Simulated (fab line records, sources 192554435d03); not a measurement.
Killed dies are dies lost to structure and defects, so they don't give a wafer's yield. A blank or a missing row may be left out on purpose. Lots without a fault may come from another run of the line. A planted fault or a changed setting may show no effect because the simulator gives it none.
Chamber matching | flow n5_finfet | N5_BEOL_M12_ETCH_38 on rie_diel-02: 4 sister chambers
The step etches SiCN in CF4/N2, target depth 68.7 nm, time 73.4 s. 8 wafers are shown with their chamber, then 7 later ones without.

WAFERS WITH THEIR CHAMBER
wafer  | chamber | drypump_motor_current_A (A) | showerhead_plenum_p_Torr (Torr)
L079.2 | 0       | 6.1                         | 2.11
L081.1 | 2       | 5.3                         | 2.09
L081.6 | 1       | 5.2                         | 2.20
L089.1 | 2       | 5.3                         | 2.09
L089.4 | 3       | 5.1                         | 2.27
L089.6 | 0       | 6.2                         | 2.10
L090.3 | 3       | 5.1                         | 2.27
L090.4 | 1       | 5.2                         | 2.19

WAFERS WITHOUT THEIR CHAMBER
wafer  | drypump_motor_current_A (A) | showerhead_plenum_p_Torr (Torr)
L090.6 | 6.2                         | 2.10
L092.3 | 6.1                         | 2.10
L092.5 | 5.1                         | 2.27
L092.6 | 6.1                         | 2.10
L097.3 | 5.3                         | 2.35
L097.4 | 5.1                         | 2.26
L097.5 | 5.3                         | 2.35

WHICH CHAMBER EACH WENT THROUGH
wafer  | from the rows above | in truth
L090.6 | 0                   | 0
L092.3 | 0                   | 0
L092.5 | 3                   | 3
L092.6 | 0                   | 0
L097.3 | 3                   | 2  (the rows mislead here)
L097.4 | 3                   | 3
L097.5 | 3                   | 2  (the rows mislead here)
Placed correctly: 5 of 7. Can't be placed from these rows: 0. Placed wrongly: 2.
How it was worked out, from the rows above alone: a wafer's distance from a chamber is the root of the sum, over the readings, of the square of ((its reading less the chamber's mean) divided by the reading's scatter). The wafer belongs to the nearest chamber; if the next one is less than 2 further off, it can't be placed. A chamber's mean is the mean of its shown wafers. The scatter: the root of (the sum of the squares of (reading less its chamber's mean) over the shown wafers, divided by (wafers less chambers)).
